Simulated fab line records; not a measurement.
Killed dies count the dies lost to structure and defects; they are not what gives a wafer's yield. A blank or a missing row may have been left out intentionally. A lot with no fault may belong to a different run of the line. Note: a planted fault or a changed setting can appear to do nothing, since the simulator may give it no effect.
Matching of chambers + flow nand_harc + NHARC_A_STAIRCASE_DEP_325 on pecvd-04 has 3 sister chambers
The step deposits SiO2, target thk 3800 nm. 14 wafers are shown with their chamber, then 7 later ones without.

EACH WAFER AND ITS CHAMBER
| wafer  | chamber | heater_power_w (W) |
|--------|---------|--------------------|
| L075.2 | 2       | 667                |
| L075.3 | 0       | 628                |
| L075.4 | 2       | 600                |
| L077.1 | 0       | 606                |
| L077.3 | 2       | 678                |
| L077.4 | 2       | 607                |
| L076.2 | 0       | 660                |
| L076.5 | 1       | 448                |
| L076.6 | 2       | 605                |
| L083.1 | 1       | 559                |
| L083.2 | 2       | 686                |
| L083.5 | 1       | 452                |
| L088.1 | 1       | 538                |
| L088.4 | 1       | 444                |

SIGNATURES (means of the wafers above)
| reading        | chamber 0 | chamber 1 | chamber 2 | scatter within a chamber |
|----------------|-----------|-----------|-----------|--------------------------|
| heater_power_w | 631.33    | 488.20    | 640.50    | 44.8                     |
Rule: for each reading, subtract the chamber's mean from the wafer's reading, divide by that reading's scatter and square the result; add these up over the readings and take the root, which gives the wafer's distance from the chamber. If the next closest chamber is less than 2 further off than the closest, the wafer can't be placed; otherwise it belongs to the closest. How the scatter is found: for the shown wafers, subtract from each reading the mean of its chamber, square and add these, divide the total by (wafers less chambers), then take the root.

WAFERS MISSING THEIR CHAMBER
| wafer  | heater_power_w (W) |
|--------|--------------------|
| L088.5 | 530                |
| L089.1 | 574                |
| L089.3 | 765                |
| L089.6 | 430                |
| L095.3 | 753                |
| L095.4 | 672                |
| L095.5 | 419                |

EACH ONE'S CHAMBER
| wafer  | from the rows above          | in truth |
|--------|------------------------------|----------|
| L088.5 | can't be placed: 1 or 0 or 2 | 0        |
| L089.1 | can't be placed: 0 or 2 or 1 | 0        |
| L089.3 | can't be placed: 2 or 0      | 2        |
| L089.6 | 1                            | 1        |
| L095.3 | can't be placed: 2 or 0      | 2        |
| L095.4 | can't be placed: 2 or 0      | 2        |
| L095.5 | 1                            | 1        |
Correctly placed: 2 of 7. Cannot be placed on the basis of these rows: 5; the candidates contain the true chamber in 5. Number placed wrongly: 0.
